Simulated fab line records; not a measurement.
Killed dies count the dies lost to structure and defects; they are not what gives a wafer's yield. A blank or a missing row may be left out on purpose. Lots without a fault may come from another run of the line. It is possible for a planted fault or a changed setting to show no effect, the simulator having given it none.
Matching of chambers	flow nand_harc	rie_diel-04 running NHARC_A_STAIRCASE_DESCUM_219: 4 sister chambers
The step chemistry O2, time 3 s. 4 wafers are shown with their chamber, then 12 later ones without.

WAFERS, EACH WITH ITS CHAMBER
wafer	chamber	drypump_motor_current_A (A)
L089.3	3	5.24
L091.2	1	5.78
L091.3	0	5.99
L091.4	2	5.54

WAFERS WHOSE CHAMBER IS MISSING
wafer	drypump_motor_current_A (A)
L092.3	5.76
L092.5	5.79
L092.6	5.53
L092.1	5.53
L092.2	5.23
L092.4	6.01
L096.3	5.53
L096.4	5.76
L096.6	6.01
L097.2	5.25
L097.3	5.78
L097.5	5.53

WHICH CHAMBER EACH ONE RAN IN
wafer	from the rows above	in truth
L092.3	1	1
L092.5	1	1
L092.6	2	2
L092.1	2	2
L092.2	3	3
L092.4	0	0
L096.3	2	2
L096.4	1	1
L096.6	0	0
L097.2	3	3
L097.3	1	1
L097.5	2	2
Correctly placed: 12 of 12. Can't be placed from these rows: 0. Placed wrongly: 0.
How it was worked out, from the rows above alone: a wafer's distance from a chamber is the root of the sum, over the readings, of the square of ((its reading less the chamber's mean) divided by the reading's scatter). The wafer belongs to the nearest chamber; if the next one is less than 2 further off, it can't be placed. Each chamber's mean is taken over the wafers shown for it. The scatter (one wafer shown for each chamber): square how far every hidden wafer sits from the nearest shown wafer, average those squares and take the square root.
